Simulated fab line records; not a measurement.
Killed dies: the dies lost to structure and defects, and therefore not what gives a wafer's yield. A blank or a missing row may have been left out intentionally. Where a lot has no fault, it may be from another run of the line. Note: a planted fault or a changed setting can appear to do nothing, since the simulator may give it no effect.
Split-lot trial / flow n5-finfet / route with 1938 steps; 7 lots, 21 wafers read

== ABOUT THE SPLIT ==
At N5_BEOL_M3_ETCH_70 (etches SOC in N2/H2, target depth 80 nm, overetch 16 nm, time 120 s), the setting bias-w was moved away from the recipe's 150 W on 4 of the 21 wafers read, by -11.9% to +14.0%. All remaining wafers had this setting at the recipe value.

The reading is taken at the split's own step.

== THE READING ==
rf-vpp-V, in V, at N5_BEOL_M3_ETCH_70 (etches SOC in N2/H2, target depth 80 nm, overetch 16 nm, time 120 s). Fault-free wafers of this fab line usually give 524.3 V, standard deviation 2.4 V.

wafer=L078.4; tool, chamber at the split=rie-diel-06, 1; bias-w as run, W=162.5; against the recipe=+8.3%; rf-vpp-V, V=550.0; against lot-mates on the recipe=+25.1
wafer=L078.5; tool, chamber at the split=rie-diel-06, 2; bias-w as run, W=162.5; against the recipe=+8.3%; rf-vpp-V, V=553.6; against lot-mates on the recipe=+28.7
wafer=L078.6; tool, chamber at the split=rie-diel-06, 1; bias-w as run, W=150; against the recipe=recipe; rf-vpp-V, V=524.9; against lot-mates on the recipe=-
wafer=L082.1; tool, chamber at the split=rie-diel-01, 0; bias-w as run, W=171; against the recipe=+14.0%; rf-vpp-V, V=569.7; against lot-mates on the recipe=+46.2
wafer=L082.3; tool, chamber at the split=rie-diel-01, 1; bias-w as run, W=150; against the recipe=recipe; rf-vpp-V, V=524.7; against lot-mates on the recipe=-
wafer=L082.4; tool, chamber at the split=rie-diel-01, 3; bias-w as run, W=150; against the recipe=recipe; rf-vpp-V, V=522.4; against lot-mates on the recipe=-
wafer=L083.1; tool, chamber at the split=rie-diel-01, 1; bias-w as run, W=150; against the recipe=recipe; rf-vpp-V, V=524.8; against lot-mates on the recipe=-
wafer=L083.4; tool, chamber at the split=rie-diel-01, 0; bias-w as run, W=150; against the recipe=recipe; rf-vpp-V, V=526.0; against lot-mates on the recipe=-
wafer=L083.5; tool, chamber at the split=rie-diel-01, 3; bias-w as run, W=150; against the recipe=recipe; rf-vpp-V, V=522.7; against lot-mates on the recipe=-
wafer=L086.2; tool, chamber at the split=rie-diel-06, 3; bias-w as run, W=150; against the recipe=recipe; rf-vpp-V, V=518.8; against lot-mates on the recipe=-
wafer=L086.5; tool, chamber at the split=rie-diel-06, 2; bias-w as run, W=150; against the recipe=recipe; rf-vpp-V, V=525.0; against lot-mates on the recipe=-
wafer=L086.6; tool, chamber at the split=rie-diel-06, 1; bias-w as run, W=150; against the recipe=recipe; rf-vpp-V, V=523.2; against lot-mates on the recipe=-
wafer=L091.4; tool, chamber at the split=rie-diel-01, 1; bias-w as run, W=150; against the recipe=recipe; rf-vpp-V, V=524.0; against lot-mates on the recipe=-
wafer=L091.5; tool, chamber at the split=rie-diel-01, 2; bias-w as run, W=150; against the recipe=recipe; rf-vpp-V, V=520.8; against lot-mates on the recipe=-
wafer=L091.6; tool, chamber at the split=rie-diel-01, 0; bias-w as run, W=132.2; against the recipe=-11.9%; rf-vpp-V, V=484.8; against lot-mates on the recipe=-37.6
wafer=L095.2; tool, chamber at the split=rie-diel-04, 2; bias-w as run, W=150; against the recipe=recipe; rf-vpp-V, V=521.0; against lot-mates on the recipe=-
wafer=L095.3; tool, chamber at the split=rie-diel-04, 1; bias-w as run, W=150; against the recipe=recipe; rf-vpp-V, V=527.9; against lot-mates on the recipe=-
wafer=L095.6; tool, chamber at the split=rie-diel-04, 1; bias-w as run, W=150; against the recipe=recipe; rf-vpp-V, V=525.9; against lot-mates on the recipe=-
wafer=L097.1; tool, chamber at the split=rie-diel-01, 2; bias-w as run, W=150; against the recipe=recipe; rf-vpp-V, V=518.8; against lot-mates on the recipe=-
wafer=L097.2; tool, chamber at the split=rie-diel-01, 1; bias-w as run, W=150; against the recipe=recipe; rf-vpp-V, V=524.8; against lot-mates on the recipe=-
wafer=L097.6; tool, chamber at the split=rie-diel-01, 2; bias-w as run, W=150; against the recipe=recipe; rf-vpp-V, V=520.1; against lot-mates on the recipe=-

THE FIT
A straight line over all 21 wafers: rf-vpp-V changes by +3.32 V for each +1% of bias-w; r = +0.99; the points scatter about the line by 2.5 V.
The same after taking each lot's own level away (the mean of its wafers on the recipe; 21 wafers): +3.24 V for each +1%; r = +0.99; scatter 2.1 V.
According to that fit, moving bias-w by its largest amount changes the reading by 45 V.
The span of the lots' own levels, 521.23 to 524.93 V, comes to 1.5 times the standard deviation stated above.
The two slopes are in agreement: the lot-to-lot level therefore moves the slope only a little.
Check: +44.8 V against its lot-mates is what the line predicts for one of the wafers moved furthest among these (+14.0%) when that wafer is left out of the fit. It came out at +46.2 V against them.
Tool readings at the split's step, against how far the setting was moved: rf-vpp-V r = +0.99.

== OTHER SPLITS APPLIED TO THESE WAFERS ==
These wafers also went through other splits before the reading. Each is held against what the fit with the lots' levels taken away leaves over:
other split on the same wafers=N5_BEOL_M3_ILD_DEP_00 time-s; wafers away from the commonest value=7; r with rf-vpp-V (lot level and that fit taken away)=+0.16

== THE WHOLE CHAIN: every reading that the file lists as answering this split, in the file's order ==
step=N5_BEOL_M3_ETCH_70; what it does=etches SOC in N2/H2, target depth 80 nm, overetch 16 nm, time 120 s; reading=rf-vpp-V; change (the file's fit)=+3.24 V for each +1% of the setting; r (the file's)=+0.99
step=N5_BEOL_M3_ETCH_70; what it does=etches SOC in N2/H2, target depth 80 nm, overetch 16 nm, time 120 s; reading=SiARC_of_BEOL_M3_COAT_68.thk-nm (the simulator's own value, which no gauge read); change (the file's fit)=-0.0682 nm for each +1% of the setting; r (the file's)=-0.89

== THE FILE'S OWN FIT ==
rf-vpp-V changes by +3.24 V for each +1% of bias-w, r = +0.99.
